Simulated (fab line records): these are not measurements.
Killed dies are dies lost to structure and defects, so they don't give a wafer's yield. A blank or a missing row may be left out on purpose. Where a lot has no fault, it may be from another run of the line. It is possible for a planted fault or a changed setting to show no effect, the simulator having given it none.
Split-lot study ; flow n5 finfet ; 7 lots, 39 wafers read, on a route of 1938 steps

SPLIT DETAILS
At N5_BEOL_M7_ILD_DEP_00 (deposits SiCOH lowk from DEMS/porogen, target thk 179.75 nm, time 33.4 s), the setting time s was moved away from the recipe's 33.4 s on 9 of the 39 wafers read, by -36.2% to +46.5%. This setting was run at the recipe's value on the other wafers.

FROM THE SPLIT ON TO THE READING: in between, the file shows 1 step
- N5_BEOL_M7_CURE_74: cures SiCOH lowk, time 240 s

THE READING
At N5_BEOL_M7_THK_MEAS_01: M7_ILD_THK, given in nm. Typical for fault-free wafers on this fab line: 156.3 nm, with standard deviation 2 nm.

wafer;tool, chamber at the split;time s as run, s;against the recipe;M7_ILD_THK, nm;against lot-mates on the recipe
L075.1;pecvd-01, 2;33.4;recipe;153.7;-
L075.2;pecvd-01, 0;33.4;recipe;154.5;-
L075.3;pecvd-01, 1;33.4;recipe;152.8;-
L075.4;pecvd-01, 0;33.4;recipe;156.8;-
L075.5;pecvd-01, 1;33.4;recipe;153.4;-
L075.6;pecvd-01, 2;33.4;recipe;155.2;-
L076.1;pecvd-04, 1;40.69;+21.8%;187.5;+30.7
L076.2;pecvd-04, 2;33.4;recipe;155.8;-
L076.3;pecvd-04, 0;40.69;+21.8%;186.8;+30.0
L076.4;pecvd-04, 2;33.4;recipe;157.9;-
L076.5;pecvd-04, 1;33.4;recipe;156.8;-
L076.6;pecvd-04, 0;40.69;+21.8%;191.3;+34.5
L077.1;pecvd-03, 2;33.4;recipe;156.5;-
L077.2;pecvd-03, 0;33.4;recipe;157.6;-
L077.3;pecvd-03, 1;33.4;recipe;157.2;-
L077.4;pecvd-03, 0;33.4;recipe;160.9;-
L077.5;pecvd-03, 2;33.4;recipe;160.7;-
L077.6;pecvd-03, 1;33.4;recipe;159.4;-
L078.1;pecvd-03, 0;21.32;-36.2%;103.7;-53.5
L078.2;pecvd-03, 2;21.32;-36.2%;100.1;-57.1
L078.3;pecvd-03, 1;33.4;recipe;155.0;-
L078.4;pecvd-03, 0;21.32;-36.2%;103.5;-53.7
L078.5;pecvd-03, 2;33.4;recipe;159.3;-
L078.6;pecvd-03, 1;33.4;recipe;157.4;-
L080.1;pecvd-04, 0;33.4;recipe;156.1;-
L080.2;pecvd-04, 1;33.4;recipe;157.4;-
L080.3;pecvd-04, 2,0;33.4;recipe;155.9;-
L080.4;pecvd-04, 2;33.4;recipe;158.3;-
L080.5;pecvd-04, 2,0;33.4;recipe;155.5;-
L080.6;pecvd-04, 1;33.4;recipe;156.6;-
L088.2;pecvd-04, 0;33.4;recipe;154.5;-
L088.3;pecvd-04, 1;33.4;recipe;153.6;-
L088.5;pecvd-04, 1;33.4;recipe;156.2;-
L089.1;pecvd-01, 1;33.4;recipe;154.2;-
L089.2;pecvd-01, 0;48.94;+46.5%;225.6;+69.8
L089.3;pecvd-01, 2;48.94;+46.5%;225.5;+69.7
L089.4;pecvd-01, 0;48.94;+46.5%;231.1;+75.3
L089.5;pecvd-01, 1;33.4;recipe;156.7;-
L089.6;pecvd-01, 2;33.4;recipe;156.5;-
If several chambers appear in one row, that row covers several wafers at once and the file leaves open which wafer was in which chamber.

FIT RESULTS
A straight line over all 39 wafers: M7_ILD_THK changes by +1.51 nm for each +1% of time s; r = +1.00; the points scatter about the line by 2.1 nm.
The same after taking each lot's own level away (the mean of its wafers on the recipe; 39 wafers): +1.52 nm for each +1%; r = +1.00; scatter 1.7 nm.
Per that fit: largest time s move, reading shift of 71 nm.
The span of the lots' own levels, 154.40 to 158.72 nm, comes to 2.2 times the standard deviation stated above.
So the lot-to-lot level changes the slope little: the two slopes agree.
Check: with one of the wafers moved furthest among these (+46.5%) left out of the fit, the line predicts +70.9 nm for it against its lot-mates. It came out at +69.8 nm against them.

OTHER SPLITS APPLIED TO THESE WAFERS
Before the reading, these wafers also passed through other splits. Each is held against what the fit with the lots' levels taken away leaves over:
other split on the same wafers;wafers away from the commonest value;r with M7_ILD_THK (lot level and that fit taken away)
N5_MOL_CONTACT_COAG_ALD_131 ald cycles;15;+0.06
N5_BEOL_M2_DESCUM_33 time s;15;-0.11
N5_BEOL_M4_DESCUM_16 time s;18;-0.09

THE WHOLE CHAIN: every reading that the file lists as answering this split, in the file's order
step;what it does;reading;change (the file's fit);r (the file's)
N5_BEOL_M7_ILD_DEP_00;deposits SiCOH lowk from DEMS/porogen, target thk 179.75 nm, time 33.4 s;SiCOH_lowk_of_BEOL_M7_ILD_DEP_00.thk nm (the simulator's own value, which no gauge read);+1.74 nm for each +1% of the setting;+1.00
N5_BEOL_M7_CURE_74;cures SiCOH lowk, time 240 s;SiCOH_lowk_of_BEOL_M7_ILD_DEP_00.thk nm (the simulator's own value, which no gauge read);+1.52 nm for each +1% of the setting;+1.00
N5_BEOL_M7_THK_MEAS_01;;M7_ILD_THK;+1.52 for each +1% of the setting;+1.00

THE FILE'S OWN FIT
M7_ILD_THK changes by +1.52 nm for each +1% of time s, r = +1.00.
